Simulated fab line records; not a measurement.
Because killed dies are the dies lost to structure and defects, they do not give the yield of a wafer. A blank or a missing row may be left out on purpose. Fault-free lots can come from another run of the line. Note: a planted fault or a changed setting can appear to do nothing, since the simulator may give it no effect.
Matching of chambers :: flow n5-finfet :: 4 sister chambers for N5_BEOL_M6_CMP_52 on cmp-02
The step polishes, stops on SiCOH lowk, t overpolish 6.9 s, target thk 80 nm. 16 wafers are shown with their chamber, then 8 later ones without.

## WAFERS, EACH WITH ITS CHAMBER
wafer: L074.1
chamber: 0
motor-current-A (A): 5.8
time-to-endpoint-s (s): 67
barrier-field-endpoint-s (s): 30.0

wafer: L074.2
chamber: 3
motor-current-A (A): 6.0
time-to-endpoint-s (s): 63
barrier-field-endpoint-s (s): 28.1

wafer: L074.3
chamber: 2
motor-current-A (A): 6.2
time-to-endpoint-s (s): 61
barrier-field-endpoint-s (s): 28.0

wafer: L079.3
chamber: 0
motor-current-A (A): 5.9
time-to-endpoint-s (s): 62
barrier-field-endpoint-s (s): 28.9

wafer: L079.5
chamber: 1
motor-current-A (A): 5.1
time-to-endpoint-s (s): 61
barrier-field-endpoint-s (s): 27.8

wafer: L079.6
chamber: 0
motor-current-A (A): 5.7
time-to-endpoint-s (s): 66
barrier-field-endpoint-s (s): 30.0

wafer: L080.2
chamber: 2
motor-current-A (A): 6.5
time-to-endpoint-s (s): 61
barrier-field-endpoint-s (s): 28.8

wafer: L080.3
chamber: 3
motor-current-A (A): 6.4
time-to-endpoint-s (s): 66
barrier-field-endpoint-s (s): 30.8

wafer: L080.4
chamber: 0
motor-current-A (A): 5.9
time-to-endpoint-s (s): 67
barrier-field-endpoint-s (s): 30.8

wafer: L085.3
chamber: 2
motor-current-A (A): 6.5
time-to-endpoint-s (s): 61
barrier-field-endpoint-s (s): 28.5

wafer: L085.4
chamber: 3
motor-current-A (A): 6.2
time-to-endpoint-s (s): 66
barrier-field-endpoint-s (s): 29.3

wafer: L085.5
chamber: 2
motor-current-A (A): 6.2
time-to-endpoint-s (s): 63
barrier-field-endpoint-s (s): 29.5

wafer: L090.1
chamber: 3
motor-current-A (A): 6.3
time-to-endpoint-s (s): 65
barrier-field-endpoint-s (s): 29.7

wafer: L090.3
chamber: 1
motor-current-A (A): 5.1
time-to-endpoint-s (s): 60
barrier-field-endpoint-s (s): 28.8

wafer: L090.4
chamber: 2
motor-current-A (A): 6.4
time-to-endpoint-s (s): 60
barrier-field-endpoint-s (s): 29.2

wafer: L089.2
chamber: 0
motor-current-A (A): 5.8
time-to-endpoint-s (s): 62
barrier-field-endpoint-s (s): 28.7

SIGNATURES (averages over the wafers above)
reading: motor-current-A
chamber 0: 5.820
chamber 1: 5.100
chamber 2: 6.360
chamber 3: 6.225
scatter within a chamber: 0.131

reading: time-to-endpoint-s
chamber 0: 64.80
chamber 1: 60.50
chamber 2: 61.20
chamber 3: 65.00
scatter within a chamber: 1.78

reading: barrier-field-endpoint-s
chamber 0: 29.680
chamber 1: 28.300
chamber 2: 28.800
chamber 3: 29.475
scatter within a chamber: 0.848
Rule: for a wafer and a chamber, the distance is found by dividing, reading by reading, the gap between the wafer's reading and the chamber's mean by the reading's scatter, squaring, summing and taking the root. The wafer belongs to the nearest chamber; if the next one is less than 2 further off, it can't be placed. How the scatter is found: for the shown wafers, subtract from each reading the mean of its chamber, square and add these, divide the total by (wafers less chambers), then take the root.

## WAFERS WHOSE CHAMBER IS MISSING
wafer: L089.3
motor-current-A (A): 6.4
time-to-endpoint-s (s): 63
barrier-field-endpoint-s (s): 28.0

wafer: L089.4
motor-current-A (A): 6.5
time-to-endpoint-s (s): 61
barrier-field-endpoint-s (s): 28.7

wafer: L091.3
motor-current-A (A): 6.0
time-to-endpoint-s (s): 62
barrier-field-endpoint-s (s): 27.5

wafer: L091.4
motor-current-A (A): 6.1
time-to-endpoint-s (s): 57
barrier-field-endpoint-s (s): 27.9

wafer: L091.6
motor-current-A (A): 6.3
time-to-endpoint-s (s): 56
barrier-field-endpoint-s (s): 28.0

wafer: L094.2
motor-current-A (A): 5.0
time-to-endpoint-s (s): 62
barrier-field-endpoint-s (s): 27.5

wafer: L094.4
motor-current-A (A): 5.8
time-to-endpoint-s (s): 65
barrier-field-endpoint-s (s): 29.3

wafer: L094.6
motor-current-A (A): 6.1
time-to-endpoint-s (s): 59
barrier-field-endpoint-s (s): 28.3

## EACH ONE'S CHAMBER
wafer: L089.3
from the rows above: can't be placed: 2 or 3
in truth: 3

wafer: L089.4
from the rows above: 2
in truth: 2

wafer: L091.3
from the rows above: can't be placed: 2 or 0 or 3
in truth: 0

wafer: L091.4
from the rows above: can't be placed: 2 or 3
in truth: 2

wafer: L091.6
from the rows above: 2
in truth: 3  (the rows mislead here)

wafer: L094.2
from the rows above: 1
in truth: 1

wafer: L094.4
from the rows above: 0
in truth: 0

wafer: L094.6
from the rows above: can't be placed: 2 or 3 or 0
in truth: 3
Correct placement for 3 of the 8. Cannot be placed on the basis of these rows: 4; the candidates contain the true chamber in 4. Wrongly placed: 1.
